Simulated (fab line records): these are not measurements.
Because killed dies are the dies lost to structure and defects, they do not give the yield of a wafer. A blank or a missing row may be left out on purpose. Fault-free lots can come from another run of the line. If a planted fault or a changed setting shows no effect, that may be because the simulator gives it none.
Tool commonality check + flow n5 finfet + 10 lots, 25 wafers sampled

WHAT PROMPTED THE OPENING
3 of 10 lots carry a flag on the reading REXT_N at N5_BEOL_M4_RC_MEAS_101. Wafers without a fault read 75.2 ohm.um, standard deviation 1.6.
Rule: a lot is flagged in two cases, either no wafer of it has a number, or all its wafers with numbers fall more than 4 standard deviations from that mean. All remaining lots are regarded as sound.

| lot  | measured     | on        | REXT_N (ohm.um), wafer by wafer | flag    |
|------|--------------|-----------|---------------------------------|---------|
| L482 | day 8 04:13  | prober-01 | 73.9 73.9                       |         |
| L488 | day 10 06:52 | prober-01 | 76.8 76.7                       |         |
| L489 | day 10 15:08 | prober-01 | 73.7 73.4 73.2                  |         |
| L495 | day 12 11:51 | prober-01 | 147.1 147.3 147.5               | FLAGGED |
| L497 | day 12 12:45 | prober-02 | 151.9 154.5 151.9               | FLAGGED |
| L496 | day 12 13:32 | prober-01 | 154.0 156.1 157.6               | FLAGGED |
| L500 | day 13 12:14 | prober-01 | 77.1 77.1                       |         |
| L501 | day 13 12:34 | prober-02 | 78.4 77.3                       |         |
| L502 | day 13 18:03 | prober-01 | 74.2 73.7                       |         |
| L503 | day 13 21:29 | prober-02 | 73.8 72.8 73.9                  |         |
The numbers of the flagged lots are 152.0 ohm.um on average: +76.8 ohm.um against the usual, or +48 standard deviations.

LOT BY LOT: THE TOOL USED
4 process steps preceding the reading are held in the record, out of 1938 steps in the route. Read each cell as the tool, then ch plus the chambers that the sampled wafers visited, then the start.
| lot  | flag    | N5_DUMMY_GATE_ETCH_23           | N5_SD_EPI_N_ETCHBACK_44           | N5_SD_EPI_N_ETCH_16               | N5_SD_EPI_N_VAPOR_ETCH_50      |
|------|---------|---------------------------------|-----------------------------------|-----------------------------------|--------------------------------|
| L482 |         | rie si-01 ch 0,1, day 3 12:37   | rie diel-03 ch 0,1, day 3 14:34   | rie diel-03 ch 0,1, day 3 14:46   | epi rpcvd-02 ch 0, day 3 15:38 |
| L488 |         | rie si-01 ch 1,3, day 4 23:03   | rie diel-06 ch 0,1, day 5 02:11   | rie diel-06 ch 0,1, day 5 02:23   | epi rpcvd-03 ch 0, day 5 03:16 |
| L489 |         | rie si-05 ch 1,2, day 5 04:23   | rie diel-03 ch 0,2,3, day 5 07:28 | rie diel-03 ch 0,2,3, day 5 07:38 | epi rpcvd-03 ch 0, day 5 08:34 |
| L495 | FLAGGED | rie si-01 ch 0,3, day 6 16:50   | rie diel-02 ch 0,3, day 6 18:53   | rie diel-02 ch 0,3, day 6 19:05   | epi rpcvd-02, day 6 20:02      |
| L497 | FLAGGED | rie si-01 ch 0,1,3, day 7 06:47 | rie diel-03 ch 0,1,3, day 7 09:06 | rie diel-03 ch 0,1,3, day 7 09:18 | epi rpcvd-03, day 7 10:11      |
| L496 | FLAGGED | rie si-05 ch 0,1,2, day 7 00:52 | rie diel-06 ch 0,1, day 7 02:53   | rie diel-06 ch 0,1, day 7 03:05   | epi rpcvd-03, day 7 04:08      |
| L500 |         | rie si-05 ch 2, day 7 22:47     | rie diel-03 ch 0,2, day 8 00:50   | rie diel-03 ch 0,2, day 8 01:02   | epi rpcvd-02 ch 0, day 8 01:58 |
| L501 |         | rie si-05 ch 3, day 8 03:53     | rie diel-06 ch 2, day 8 06:07     | rie diel-06 ch 2, day 8 06:19     | epi rpcvd-04 ch 0, day 8 08:18 |
| L502 |         | rie si-03 ch 2, day 8 11:40     | rie diel-06 ch 2, day 8 13:37     | rie diel-06 ch 2, day 8 13:49     | epi rpcvd-04 ch 0, day 8 14:55 |
| L503 |         | rie si-03 ch 0,1,3, day 8 17:50 | rie diel-02 ch 2,3, day 8 20:38   | rie diel-02 ch 2,3, day 8 20:50   | epi rpcvd-03 ch 0, day 8 21:50 |
What these steps do:
- N5_DUMMY_GATE_ETCH_23: etches poly-Si in HBr/Cl2/O2, target depth 41 nm, time 22.3 s.
- N5_SD_EPI_N_ETCHBACK_44: etches SiNx in CH3F/O2, stops on SiO2, target depth 14.5 nm.
- N5_SD_EPI_N_ETCH_16: etches SiO2 in CHF3/O2, target depth 5 nm.
- N5_SD_EPI_N_VAPOR_ETCH_50: etches Si in HCl, time 54 s.
- N5_BEOL_M4_RC_MEAS_101

FLAGGED AGAINST TOTAL, ONE TOOL AT A TIME (gauges that did the reading follow at the end)
| step                      | tool         | lots run | flagged | share of the flagged lots | sound lots run after its first flagged lot |
|---------------------------|--------------|----------|---------|---------------------------|--------------------------------------------|
| N5_DUMMY_GATE_ETCH_23     | rie si-01    | 4        | 2       | some                      | 0                                          |
| N5_DUMMY_GATE_ETCH_23     | rie si-03    | 2        | 0       | none                      | -                                          |
| N5_DUMMY_GATE_ETCH_23     | rie si-05    | 4        | 1       | some                      | 2 (L500,L501)                              |
| N5_SD_EPI_N_ETCHBACK_44   | rie diel-02  | 2        | 1       | some                      | 1 (L503)                                   |
| N5_SD_EPI_N_ETCHBACK_44   | rie diel-03  | 4        | 1       | some                      | 1 (L500)                                   |
| N5_SD_EPI_N_ETCHBACK_44   | rie diel-06  | 4        | 1       | some                      | 2 (L501,L502)                              |
| N5_SD_EPI_N_ETCH_16       | rie diel-02  | 2        | 1       | some                      | 1 (L503)                                   |
| N5_SD_EPI_N_ETCH_16       | rie diel-03  | 4        | 1       | some                      | 1 (L500)                                   |
| N5_SD_EPI_N_ETCH_16       | rie diel-06  | 4        | 1       | some                      | 2 (L501,L502)                              |
| N5_SD_EPI_N_VAPOR_ETCH_50 | epi rpcvd-02 | 3        | 1       | some                      | 1 (L500)                                   |
| N5_SD_EPI_N_VAPOR_ETCH_50 | epi rpcvd-03 | 5        | 2       | some                      | 1 (L503)                                   |
| N5_SD_EPI_N_VAPOR_ETCH_50 | epi rpcvd-04 | 2        | 0       | none                      | -                                          |
| N5_BEOL_M4_RC_MEAS_101    | prober-01    | 7        | 2       | some                      | 2 (L500,L502)                              |
| N5_BEOL_M4_RC_MEAS_101    | prober-02    | 3        | 1       | some                      | 2 (L501,L503)                              |

WHAT THE TABLE ALLOWS
No row of the table ran every flagged lot.

WHAT THE SIMULATOR PUT IN
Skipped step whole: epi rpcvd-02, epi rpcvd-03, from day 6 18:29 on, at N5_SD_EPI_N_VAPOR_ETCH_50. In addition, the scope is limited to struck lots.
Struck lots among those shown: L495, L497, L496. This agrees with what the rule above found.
